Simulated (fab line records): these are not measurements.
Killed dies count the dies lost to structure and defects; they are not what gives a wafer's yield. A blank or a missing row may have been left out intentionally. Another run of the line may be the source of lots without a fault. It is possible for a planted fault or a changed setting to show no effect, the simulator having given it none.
Struck lot and sound lot, side by side -- flow nand_harc -- 30 steps out of a route of 1302
Sound: wafers L173.1, L173.3, L173.4. Wafers L191.1, L191.2, L191.5 were the ones struck. Last of all comes the cause.
For every step that has rows: the tool of each side, followed by ch and its chambers, followed by its first start. Under that, the readings that differ: sound wafers -- struck wafers -- difference of the means -- sigmas: that difference in standard deviations of wafers without a fault.
alike: words and numbers the same on both sides, and readings whose means are apart by under 2 such deviations; not compared: readings that were withheld, readings missing a value for some wafer, numbers with overlapping values and no deviation given by the record, and bounds like >300 which may hide the same value.
A row with sigmas, a row that says differs or no value, or rows on one side alone: a step with any of these is where the two part. Numbers that have no deviation but don't overlap get no sigmas and don't part them. A reading that every wafer of one side lacks parts them only if that side has two wafers or more.

first, 8 steps without rows for these wafers: NHARC_A_ZERO_WELL_HMDS_03 (time 30 s); NHARC_A_ZERO_WELL_COAT_18 (time 65 s); NHARC_A_ZERO_WELL_COAT_04 (resist thk 600 nm); NHARC_A_ZERO_WELL_SOFTBAKE_05 (time 70 s); NHARC_A_ZERO_WELL_EBR_06; NHARC_A_ZERO_WELL_EXPOSE_07 (exposes mask A ZERO); NHARC_A_ZERO_WELL_PEB_08 (peb time 80 s); NHARC_A_ZERO_WELL_DEVELOP_09 (time 50 s).
NHARC_A_ZERO_WELL_CD_MEAS_10: target cd 2000 nm.
  sound on cd_sem-03 ch 0, day 6 19:43; struck on cd_sem-01 ch 0, day 14 06:41
  alike: cd_nm
then, 1 step without rows for these wafers: NHARC_A_ZERO_WELL_HARDBAKE_11 (time 65 s).
NHARC_A_ZERO_WELL_DESCUM_12: chemistry O2, time 3 s.
  sound on rie_diel-06 ch 1,2, day 6 19:52; struck on rie_diel-06 ch 0,2,3, day 14 06:52
  alike: drypump_motor_current_A, oes_product_au, rf_vpp_V, showerhead_plenum_p_Torr, throttle_valve_pct
  not compared: rf_hours_counter_h
NHARC_A_ZERO_WELL_ETCH_19: etches the open film in N2/H2, target depth 80 nm, overetch 24 nm, time 87.88 s.
  sound on rie_diel-06 ch 1,2,3, day 6 19:58; struck on rie_diel-06 ch 1,3, day 14 06:56
  alike: drypump_motor_current_A, n2_flow_sccm, oes_product_au, rf_vpp_V, showerhead_plenum_p_Torr, throttle_valve_pct
  not compared: rf_hours_counter_h
NHARC_A_ZERO_WELL_ETCH_13: etches the open film in HBr/Cl2, target depth 120 nm, time 40.1 s.
  sound on rie_si-05 ch 0,2,3, day 6 20:06; struck on rie_si-01 ch 0,2,3, day 14 07:03
  alike: drypump_motor_current_A, mfc_cl2_sccm, oes_product_au, throttle_valve_pct
  not compared: rf_hours_counter_h
then, 4 steps without rows for these wafers: NHARC_A_ZERO_WELL_STRIP_14 (strips in SPM, time 900 s); NHARC_A_ZERO_WELL_IMPLANT_15; NHARC_A_ZERO_WELL_PRECLEAN_22 (cleans in SC1, time 60 s); NHARC_A_ZERO_WELL_SRD_23.
NHARC_A_ZERO_WELL_RTA_16: time 10 s.
  sound on rtp_anneal-01 ch 0, day 6 21:00; struck on rtp_anneal-02 ch 0, day 14 07:57
reading,sound,struck,difference,sigmas
lamp_power_pct (%),32.6 32.5 32.5,30.5 30.6 30.5,-2.0,-2
lamp_zone_4_pct (%),32.5 32.6 32.5,30.5 30.5 30.5,-2.0,-2
lamp_zone_6_pct (%),32.5 32.5 32.4,30.4 30.5 30.4,-2.0,-2
  alike: wafer_temp_C_max
NHARC_A_ZERO_WELL_INSPECT_17:
  sound on defect_inspect-02 at day 6 21:13; struck on defect_inspect-02 at day 14 08:09
reading,sound,struck,difference,sigmas
raw_defect_count,24 13 14,307 307 318,+294,+41
then, 3 steps without rows for these wafers: NHARC_A_SOURCE_PLATE_PRECLEAN_00 (cleans in HF-LAST, time 60 s); NHARC_A_SOURCE_PLATE_SRD_01; NHARC_A_SOURCE_PLATE_OXIDE_02 (material SiO2, target thk 10 nm, ox time 1362 s).
NHARC_A_SOURCE_PLATE_THK_MEAS_09: measures by ellipsometry.
  sound on film_metro-01 at day 7 05:36; struck on film_metro-02 at day 14 21:03
  alike: thk_nm
then, 3 steps without rows for these wafers: NHARC_A_SOURCE_PLATE_PVD_04 (deposits WSi2, target thk 50 nm); NHARC_A_SOURCE_PLATE_CVD_03 (deposits poly-Si, target thk 200 nm, time 4000 s); NHARC_A_SOURCE_PLATE_ANNEAL_05 (time 1800 s).
NHARC_A_SOURCE_PLATE_THK_MEAS_06: measures by ellipsometry.
  sound on film_metro-01 at day 7 18:07; struck on film_metro-02 at day 15 13:25
  alike: thk_nm
NHARC_A_SOURCE_PLATE_INSPECT_08:
  sound on defect_inspect-02 at day 7 18:11; struck on defect_inspect-02 at day 15 13:29
reading,sound,struck,difference,sigmas
raw_defect_count,41 40 45,330 347 370,+307,+13
then NHARC_A_ONON_D1_DEP_00 (target thk 1000 nm), 1 step lacking rows for these wafers.
-- break in the record here, with 17 days between the starts of the struck wafers on either side (left off in module A_ONON_D1, picked up again in module END, where the first step shown is number 1302 on the route) --
NHARC_END_SORT_01:
  the record has rows for the struck wafers here (prober-01 ch 0, day 32 18:20) and none for the sound ones

== WHERE THEY PART ==
At NHARC_A_ZERO_WELL_RTA_16 first; at NHARC_END_SORT_01 last (within this record only).

WHY: the cause the simulator had injected
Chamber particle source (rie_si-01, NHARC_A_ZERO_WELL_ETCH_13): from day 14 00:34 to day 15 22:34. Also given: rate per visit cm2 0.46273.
